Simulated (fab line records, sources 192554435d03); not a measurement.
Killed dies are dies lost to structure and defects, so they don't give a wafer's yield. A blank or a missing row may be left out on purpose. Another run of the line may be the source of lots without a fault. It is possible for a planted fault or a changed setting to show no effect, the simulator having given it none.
A struck lot beside a sound one / flow n5-finfet / 40 steps out of a route of 1938
Sound: wafers L585.3, L585.5, L585.6. Struck: wafers L575.4, L575.5 (left out: L575.3, a lot-mate that was not struck); the cause follows at the end.
For every step that has rows: the tool of each side, followed by ch and its chambers, followed by its first start. Under that, the readings that differ: sound wafers / struck wafers / difference of the means / sigmas: that difference in standard deviations of wafers without a fault.
alike: same words and numbers on both sides, and readings whose means sit less than 2 such deviations apart. not compared: any withheld reading, any reading some wafer has no value for, any bound like >300 that may hide the same value, and any number with overlapping values for which the record gives no deviation.
A row with sigmas, a row that says differs or no value, or rows on one side alone: a step with any of these is where the two part. Numbers that have no deviation but don't overlap get no sigmas and don't part them. Lack of a reading on every wafer of one side parts them only where that side has two or more wafers.

first, 11 steps without rows for these wafers: N5_ZERO_LAYER_HMDS_04 (time 60 s); N5_ZERO_LAYER_COAT_05 (resist thk 1000 nm); N5_ZERO_LAYER_EBR_07; N5_ZERO_LAYER_SOFTBAKE_06 (time 90 s); N5_ZERO_LAYER_EXPOSE_08 (exposes mask ZERO, defocus 0 nm, target cd 2000 nm); N5_ZERO_LAYER_PEB_09; N5_ZERO_LAYER_DEVELOP_10 (develop time 60 s); N5_ZERO_LAYER_HARDBAKE_23 (time 120 s); N5_ZERO_LAYER_DESCUM_16 (chemistry O2, time 7.9 s); N5_ZERO_LAYER_ETCH_17 (etches SiO2 in CF4, target depth 12 nm, time 13.3 s); N5_ZERO_LAYER_ETCH_18 (etches Si in HBr/Cl2, target depth 120 nm, time 40 s).
N5_ZERO_LAYER_STRIP_24: strips in O2.
  sound on plasma-asher-01 ch 0,1, day 7 01:19; struck on plasma-asher-02 ch 1, day 4 13:02
  alike: drypump-motor-current-A, heater-power-w, oes-product-au, strip-time-to-endpoint-s
  not compared: rf-hours-counter-h
then, 1 step without rows for these wafers: N5_ZERO_LAYER_STRIP_19 (strips in SPM, time 900 s).
N5_ZERO_LAYER_INSPECT_20: inspects for defects (darkfield).
  sound: defect-inspect-01 at day 7 01:40; struck: defect-inspect-01 at day 4 13:23
reading=raw-defect-count; sound=11 29 31; struck=454 412; difference=+409; sigmas=+20
then, 8 steps without rows for these wafers: N5_WELL_APT_HMDS_01 (time 60 s); N5_WELL_APT_COAT_02 (resist thk 950 nm); N5_WELL_APT_EBR_04; N5_WELL_APT_SOFTBAKE_03 (time 60 s); N5_WELL_APT_EXPOSE_05 (exposes mask NWELL, defocus 0 nm, target cd 200 nm); N5_WELL_APT_PEB_06 (peb time 90 s); N5_WELL_APT_DEVELOP_07 (develop time 45 s); N5_WELL_APT_HARDBAKE_12 (time 120 s).
N5_WELL_APT_INSPECT_10: inspects for defects (macro).
  sound: defect-inspect-01 at day 7 02:01; struck: defect-inspect-01 at day 4 13:52
reading=raw-defect-count; sound=1 2 1; struck=>300 >300; difference=differs; sigmas=
then, 12 steps without rows for these wafers: N5_WELL_APT_DESCUM_13 (chemistry O2, time 7.9 s); N5_WELL_APT_IMPLANT_14; N5_WELL_APT_IMPLANT_15; N5_WELL_APT_STRIP_16 (strips in SPM, time 900 s); N5_WELL_APT_HMDS_18 (time 60 s); N5_WELL_APT_COAT_19 (resist thk 950 nm); N5_WELL_APT_EBR_21; N5_WELL_APT_SOFTBAKE_20 (time 60 s); N5_WELL_APT_EXPOSE_22 (exposes mask PWELL, defocus 0 nm, target cd 200 nm); N5_WELL_APT_PEB_23 (peb time 90 s); N5_WELL_APT_DEVELOP_24 (develop time 45 s); N5_WELL_APT_HARDBAKE_29 (time 120 s).
N5_WELL_APT_INSPECT_27: inspects for defects (macro).
  sound: defect-inspect-01 at day 7 03:08; struck: defect-inspect-01 at day 4 14:59
reading=raw-defect-count; sound=2 1 1; struck=>300 >300; difference=differs; sigmas=
then, 1 step without rows for these wafers: N5_WELL_APT_DESCUM_30 (chemistry O2, time 7.9 s).
N5_WELL_APT_INSPECT_38: inspects for defects (darkfield).
  sound: defect-inspect-01 at day 7 05:01; struck: defect-inspect-02 at day 4 16:40
reading=raw-defect-count; sound=19 12 14; struck=443 381; difference=+397; sigmas=+81
-- record jumps: 7 days separate the struck wafers' starts on either side; left off in module WELL_APT, taken up again in module BEOL_M4, whose first shown step is the route's number 1111 --
N5_BEOL_M4_RC_MEAS_101:
  sound on prober-02 ch 0, day 13 23:31; struck on prober-02 ch 0, day 11 10:02
  alike: DIBL_N, DIBL_P, IOFF_N, IOFF_P, ION_N, ION_P, SS_N, SS_P, VT_N, VT_P
-- the record jumps here: 4 days lie between the struck wafers' starts before and after (it left off in module BEOL_M4 and takes up again in module PASSIVATION, whose first step shown is number 1936 of the route) --
N5_PASSIVATION_PROBE_49:
  record: rows for the struck wafers here (prober-02, day 15 13:32), none for the sound ones

WHERE THEY PART
First at N5_ZERO_LAYER_INSPECT_20; last, within this record, at N5_PASSIVATION_PROBE_49.

WHY: what the simulator had put in
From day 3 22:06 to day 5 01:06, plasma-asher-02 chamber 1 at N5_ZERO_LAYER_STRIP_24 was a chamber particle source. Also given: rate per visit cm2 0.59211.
